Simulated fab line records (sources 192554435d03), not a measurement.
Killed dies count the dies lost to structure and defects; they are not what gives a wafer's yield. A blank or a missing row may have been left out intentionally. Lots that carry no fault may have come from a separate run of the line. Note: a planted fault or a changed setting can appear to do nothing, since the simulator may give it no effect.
Chamber matching	flow n5_finfet	3 sister chambers for N5_BEOL_M2_CO_CAP_55 on cvd_co-02
The step material Co, precursor CCTBA/H2, target thk 2 nm, time 102.1 s. 3 wafers are shown with their chamber, then 8 later ones without.

## EACH WAFER AND ITS CHAMBER
wafer	chamber	heater_power_w (W)
L496.6	0	260
L504.6	2	227
L488.1	1	243

## WAFERS MISSING THEIR CHAMBER
wafer	heater_power_w (W)
L488.2	240
L488.6	234
L506.1	229
L506.2	242
L506.6	239
L503.1	232
L503.2	247
L503.6	233

## THE CHAMBER EACH PASSED THROUGH
wafer	from the rows above	in truth
L488.2	1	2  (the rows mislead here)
L488.6	can't be placed: 2 or 1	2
L506.1	2	2
L506.2	1	1
L506.6	can't be placed: 1 or 2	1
L503.1	can't be placed: 2 or 1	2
L503.2	1	1
L503.6	can't be placed: 2 or 1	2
Placed correctly: 3 of 8. Can't be placed from these rows: 4 (the true chamber is among the candidates in 4). Placed wrongly: 1.
How it was worked out, from the rows above alone: a wafer's distance from a chamber is the root of the sum, over the readings, of the square of ((its reading less the chamber's mean) divided by the reading's scatter). If the next closest chamber is less than 2 further off than the closest, the wafer can't be placed; otherwise it belongs to the closest. The mean given for a chamber averages the wafers shown for that chamber. The scatter: with one shown wafer a chamber, the root of the mean of the squares of how far each hidden wafer lies from its nearest shown one.
